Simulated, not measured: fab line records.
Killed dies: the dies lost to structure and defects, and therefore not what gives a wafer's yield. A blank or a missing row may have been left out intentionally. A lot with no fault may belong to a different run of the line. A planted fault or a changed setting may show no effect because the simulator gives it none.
A lot that was struck, set against a sound lot | flow nand harc | 14 steps out of a route of 1159
Sound: the wafers L715.1, L715.3, L715.6. Struck: wafers L720.1, L720.2, L720.3. At the end, the cause is stated.
Order at every step that has rows: each side's tool, ch and its chambers, its first start. Under that, the readings that differ: sound wafers | struck wafers | difference of the means | sigmas: that difference in standard deviations of wafers without a fault.
alike: same words and numbers on both sides, and readings whose means sit less than 2 such deviations apart. not compared: any withheld reading, any reading some wafer has no value for, any bound like >300 that may hide the same value, and any number with overlapping values for which the record gives no deviation.
A row with sigmas, a row that says differs or no value, or rows on one side alone: a step with any of these is where the two part. Non-overlapping numbers with no deviation appear without sigmas and do not part them. A reading missing from all wafers of one side parts the sides only when that side holds two or more wafers.

NHARC_A_STAIRCASE_DESCUM_168: chemistry O2, time 3 s.
  sound on rie diel-06 ch 0,3, day 11 16:50; struck on rie diel-07 ch 0,1,3, day 12 13:14
  alike: drypump motor current A, o2 flow sccm, oes product au, rf vpp V, showerhead plenum p Torr, throttle valve pct
  not compared: rf hours counter h
NHARC_A_STAIRCASE_ETCH_169: etches the open film in CH3F/O2, target depth 50 nm, time 107.1 s.
  sound on rie diel-06 ch 0,2,3, day 11 16:56; struck on rie diel-07 ch 0,1,2, day 12 13:18
  alike: ch3f flow sccm, drypump motor current A, o2 flow sccm, oes product au, rf vpp V, showerhead plenum p Torr, throttle valve pct
  not compared: rf hours counter h
NHARC_A_STAIRCASE_ETCH_170: etches the open film in C4F6/O2, target depth 200 nm, time 66.667 s.
  sound: rie diel-06 ch 1,3; struck: rie diel-07 ch 0,2,3
  alike: drypump motor current A, o2 flow sccm, oes product au, rf vpp V, showerhead plenum p Torr, throttle valve pct
  not compared: rf hours counter h
NHARC_A_STAIRCASE_STRIP_171: strips in O2.
  sound on plasma asher-01 ch 0,1, day 11 17:12; struck on plasma asher-02 ch 0,1, day 12 13:32
  alike: drypump motor current A, heater power w
  not compared: rf hours counter h
then, 8 steps without rows for these wafers: NHARC_A_STAIRCASE_STRIP_172 (strips in SPM, time 900 s); NHARC_A_STAIRCASE_PRECLEAN_173 (cleans in SC1); NHARC_A_STAIRCASE_SRD_174; NHARC_A_STAIRCASE_DEHYDRATE_01 (time 120 s); NHARC_A_STAIRCASE_HMDS_02 (time 30 s); NHARC_A_STAIRCASE_COAT_03; NHARC_A_STAIRCASE_SOFTBAKE_04 (time 170 s); NHARC_A_STAIRCASE_EBR_05.
NHARC_A_STAIRCASE_EXPOSE_06: exposes mask STAIR.
  struck on krf scanner-03, day 12 14:35; sound on krf scanner-02 ch 0, day 11 18:19
  no value came back on the struck wafers for exposure dose mJ cm2, focus offset nm (nm); on the sound wafers exposure dose mJ cm2 reads 25.439 25.427 25.455
  alike: mask
then, 1 step without rows for these wafers: NHARC_A_STAIRCASE_PEB_07 (peb time 130 s).

WHERE THEY PART
Within this record, at NHARC_A_STAIRCASE_EXPOSE_06 only.

WHY: what had been put in by the simulator
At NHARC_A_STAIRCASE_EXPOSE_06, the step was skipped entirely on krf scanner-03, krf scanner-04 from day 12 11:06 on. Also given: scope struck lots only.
